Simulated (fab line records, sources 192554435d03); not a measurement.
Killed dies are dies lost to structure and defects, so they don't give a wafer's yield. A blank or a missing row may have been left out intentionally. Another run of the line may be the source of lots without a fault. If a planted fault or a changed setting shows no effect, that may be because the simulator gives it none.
Chamber matching -- flow n5_finfet -- 4 sister chambers for N5_ILD0_ALD_15 on ald_sin-02
The step deposits SiNx, target thk 24 nm, pulse time 1 s, ald cycles 480. 8 wafers are shown with their chamber, then 12 later ones without.

== WAFERS, EACH WITH ITS CHAMBER ==
wafer,chamber,heater_power_w (W),precursor_pulse_height_rel
L081.6,1,723,1.000
L087.1,0,696,0.991
L087.2,2,779,1.008
L088.2,2,783,1.040
L088.6,3,774,1.043
L091.1,1,707,1.003
L091.2,0,695,0.947
L091.3,3,743,0.994

== WAFERS MISSING THEIR CHAMBER ==
wafer,heater_power_w (W),precursor_pulse_height_rel
L092.2,756,0.994
L092.4,821,1.033
L092.6,728,0.997
L093.2,746,1.013
L093.3,799,0.988
L093.4,710,0.977
L094.4,723,1.003
L094.5,700,0.990
L094.6,704,0.991
L095.1,783,0.981
L095.4,692,0.970
L095.5,724,1.011

== WHICH CHAMBER EACH ONE RAN IN ==
wafer,from the rows above,in truth
L092.2,can't be placed: 3 or 2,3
L092.4,can't be placed: 2 or 3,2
L092.6,can't be placed: 1 or 3 or 0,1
L093.2,can't be placed: 3 or 1 or 2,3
L093.3,can't be placed: 2 or 3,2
L093.4,can't be placed: 1 or 0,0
L094.4,can't be placed: 1 or 0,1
L094.5,can't be placed: 0 or 1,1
L094.6,can't be placed: 1 or 0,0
L095.1,can't be placed: 2 or 3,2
L095.4,can't be placed: 0 or 1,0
L095.5,can't be placed: 1 or 3 or 0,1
Correct placement for 0 of the 12. Cannot be placed on the basis of these rows: 12; the candidates contain the true chamber in 12. Wrongly placed: 0.
How it was worked out, from the rows above alone: a wafer's distance from a chamber is the root of the sum, over the readings, of the square of ((its reading less the chamber's mean) divided by the reading's scatter). The wafer belongs to the nearest chamber; if the next one is less than 2 further off, it can't be placed. For every chamber, the mean is computed from those of its wafers that are shown. The scatter is the square root of a quotient: the sum, over the shown wafers, of each reading's squared deviation from its chamber's mean, divided by wafers minus chambers.
